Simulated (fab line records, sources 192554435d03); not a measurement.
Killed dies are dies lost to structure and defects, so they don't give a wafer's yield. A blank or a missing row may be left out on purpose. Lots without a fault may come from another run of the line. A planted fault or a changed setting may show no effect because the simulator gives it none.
Split-lot experiment | flow n5_finfet | 7 lots, 39 wafers read, on a route of 1938 steps

THE SPLIT
At N5_FIN_CUT_CUT_ETCH_26 (etches SiNx in CH3F/O2, target depth 39 nm, time 55.7 s), the setting time_s was moved away from the recipe's 55.7 s on 15 of the 39 wafers read, by -22.6% to +19.8%. The other wafers ran this setting at the recipe's value.

FROM THE SPLIT TO THE READING: what the file shows between them, 2 steps
- N5_FIN_CUT_CUT_ETCH_27: etches SiO2 in CHF3/O2, target depth 4 nm, overetch 2 nm, time 4.9 s
- N5_FIN_CUT_PRECLEAN_35: cleans in vHF, time 13.3 s

THE READING
SOC_of_FIN_CUT_COAT_18.thk_nm (the simulator's own value, which no gauge read), in nm, at N5_FIN_CUT_CUT_ETCH_15 (etches Si in HBr/Cl2/O2, target depth 100 nm, bt time 10 s, time 42.4 s). The file gives no usual value for it. The 24 wafers here that ran the recipe average 170.2 nm, standard deviation 0.99 nm.

wafer  | tool, chamber at the split | time_s as run, s | against the recipe | SOC_of_FIN_CUT_COAT_18.thk_nm, nm | against lot-mates on the recipe
L076.3 | rie_diel-06, 3             | 55.7             | recipe             | 170.2                             | -
L076.4 | rie_diel-06, 1             | 55.7             | recipe             | 170.6                             | -
L076.6 | rie_diel-06, 2             | 55.7             | recipe             | 170                               | -
L082.1 | rie_diel-02, 3             | 55.7             | recipe             | 169.4                             | -
L082.2 | rie_diel-02, 2             | 55.7             | recipe             | 170.2                             | -
L082.3 | rie_diel-02, 1             | 55.7             | recipe             | 171.4                             | -
L082.4 | rie_diel-02, 0             | 55.7             | recipe             | 172.4                             | -
L082.5 | rie_diel-02, 0             | 55.7             | recipe             | 170                               | -
L082.6 | rie_diel-02, 1             | 55.7             | recipe             | 170.8                             | -
L083.1 | rie_diel-06, 3             | 55.7             | recipe             | 169.6                             | -
L083.2 | rie_diel-06, 0             | 48.12            | -13.6%             | 173.2                             | +3.6
L083.3 | rie_diel-06, 2             | 55.7             | recipe             | 169.2                             | -
L083.4 | rie_diel-06, 1             | 48.12            | -13.6%             | 171.2                             | +1.6
L083.5 | rie_diel-06, 1             | 48.12            | -13.6%             | 172.2                             | +2.6
L083.6 | rie_diel-06, 0             | 55.7             | recipe             | 170                               | -
L086.1 | rie_diel-06, 2             | 43.09            | -22.6%             | 173                               | +4.0
L086.5 | rie_diel-06, 3             | 43.09            | -22.6%             | 173                               | +4.0
L086.2 | rie_diel-06, 3             | 55.7             | recipe             | 169                               | -
L086.3 | rie_diel-06, 1             | 43.09            | -22.6%             | 173.8                             | +4.8
L086.4 | rie_diel-06, 0             | 55.7             | recipe             | 168                               | -
L086.6 | rie_diel-06, 0             | 55.7             | recipe             | 170                               | -
L089.1 | rie_diel-02, 1             | 55.7             | recipe             | 169.8                             | -
L089.2 | rie_diel-02, 3             | 55.7             | recipe             | 170.4                             | -
L089.3 | rie_diel-02, 2             | 61.81            | +11.0%             | 167.6                             | -2.3
L089.4 | rie_diel-02, 3             | 61.81            | +11.0%             | 168                               | -1.9
L089.5 | rie_diel-02, 1             | 61.81            | +11.0%             | 168.4                             | -1.5
L089.6 | rie_diel-02, 2             | 55.7             | recipe             | 169.6                             | -
L090.1 | rie_diel-06, 3             | 55.7             | recipe             | 171.6                             | -
L090.2 | rie_diel-06, 1             | 55.7             | recipe             | 171.6                             | -
L090.3 | rie_diel-06, 2             | 55.7             | recipe             | 171.4                             | -
L090.4 | rie_diel-06, 3             | 66.72            | +19.8%             | 166.8                             | -4.7
L090.5 | rie_diel-06, 1             | 66.72            | +19.8%             | 168.2                             | -3.3
L090.6 | rie_diel-06, 2             | 66.72            | +19.8%             | 168.2                             | -3.3
L093.1 | rie_diel-06, 3             | 55.7             | recipe             | 169.8                             | -
L093.2 | rie_diel-06, 1             | 62.27            | +11.8%             | 167                               | -2.7
L093.3 | rie_diel-06, 0             | 62.27            | +11.8%             | 167.4                             | -2.3
L093.4 | rie_diel-06, 2             | 55.7             | recipe             | 170.4                             | -
L093.5 | rie_diel-06, 1             | 55.7             | recipe             | 168.8                             | -
L093.6 | rie_diel-06, 0             | 62.27            | +11.8%             | 167.8                             | -1.9

THE FIT
A straight line over all 39 wafers: SOC_of_FIN_CUT_COAT_18.thk_nm changes by -0.15 nm for each +1% of time_s; r = -0.86; the points scatter about the line by 0.93 nm.
The same after taking each lot's own level away (the mean of its wafers on the recipe; 39 wafers): -0.189 nm for each +1%; r = -0.95; scatter 0.63 nm.
On that fit, the largest move of time_s shifts the reading by 4.3 nm.
The lots' own levels span 169.00 to 171.53 nm, that is 2.6 times the standard deviation above.
So the lot-to-lot level changes the slope: the two fits differ.
Check: with one of the wafers moved furthest among these (-22.6%) left out of the fit, the line predicts +4.34 nm for it against its lot-mates. It came out at +4 nm against them.

OTHER SPLITS ON THESE WAFERS
These wafers also went through other splits before the reading. Each is held against what the fit with the lots' levels taken away leaves over:
other split on the same wafers               | wafers away from the commonest value | r with SOC_of_FIN_CUT_COAT_18.thk_nm (lot level and that fit taken away)
N5_PMOS_HMC_CHANNEL_EPI_FIN_RECESS_16 time_s | 15                                   | -0.19
N5_FIN_SAQP_ALD_61 temp_c                    | 15                                   | -0.06

THE WHOLE CHAIN: every reading that the file lists as answering this split, in the file's order
step                   | what it does                                                            | reading                                                                        | change (the file's fit)               | r (the file's)
N5_FIN_CUT_CUT_ETCH_26 | etches SiNx in CH3F/O2, target depth 39 nm, time 55.7 s                 | etch.depth_nm (the simulator's own value, which no gauge read)                 | +0.388 nm for each +1% of the setting | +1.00
N5_FIN_CUT_CUT_ETCH_26 | etches SiNx in CH3F/O2, target depth 39 nm, time 55.7 s                 | SOC_of_FIN_CUT_COAT_18.thk_nm (the simulator's own value, which no gauge read) | -0.183 nm for each +1% of the setting | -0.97
N5_FIN_CUT_CUT_ETCH_15 | etches Si in HBr/Cl2/O2, target depth 100 nm, bt time 10 s, time 42.4 s | SOC_of_FIN_CUT_COAT_18.thk_nm (the simulator's own value, which no gauge read) | -0.189 nm for each +1% of the setting | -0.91

THE FILE'S OWN FIT
SOC_of_FIN_CUT_COAT_18.thk_nm changes by -0.189 nm for each +1% of time_s, r = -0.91.
